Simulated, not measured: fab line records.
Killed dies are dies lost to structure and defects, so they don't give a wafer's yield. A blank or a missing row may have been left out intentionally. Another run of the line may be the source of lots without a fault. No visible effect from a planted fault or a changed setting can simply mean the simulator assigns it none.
The tool behind it: which one?	flow n5Finfet	at 1 step of a route of 1938, 12 lots with 36 wafers sampled

WHAT THE GAUGES READ, wafer by wafer
N5_BEOL_M0_SAQP_CD_MEAS_14: the cd target is 42.5 nm.
lot	measured	on	cdNm (nm)
L075	day 5 16:40	cdSem-01	42.1 42.4 42.7
L077	day 6 06:52	cdSem-03	42.2 41.9 41.9
L079	day 6 14:59	cdSem-03	42.8 42.4 43.0
L081	day 7 05:13	cdSem-02	41.9 42.5 42.6
L083	day 7 16:20	cdSem-01	42.5 42.5 42.7
L084	day 8 09:38	cdSem-01	42.4 42.1 42.2
L086	day 8 19:52	cdSem-01	42.3 42.7 42.3
L089	day 9 05:16	cdSem-03	42.4 43.3 43.1
L091	day 9 17:01	cdSem-02	42.3 41.7 41.8
L093	day 10 05:10	cdSem-01	42.5 42.7 42.2
L095	day 10 17:29	cdSem-02	42.6 42.6 42.7
L097	day 11 03:23	cdSem-01	42.8 42.8 42.9

TOOL THAT RAN EACH LOT (tool first, then ch and the chambers of the sampled wafers, then the start)
The record shows no process step preceding these readings.

THE ANSWER, worked out from the rows above alone
Rule: what is usual is taken from the lots themselves. Put in order of their means at a reading, lots are off if they are a third of the lots or fewer, leave a main group of 4 or more, and stand apart from it by a gap of 3 or more times the standard deviation of the main group's means; of several such gaps the widest counts. If all means in a main group match to the digits the tables above print for the reading, that group is not used. A lot without any number at a reading at which 4 lots or more have one is off too. Any other lot the step has rows for is counted as sound.
No lot is off on any of the readings shown, so nothing can be concluded from this.

WHAT WAS PUT IN BY THE SIMULATOR
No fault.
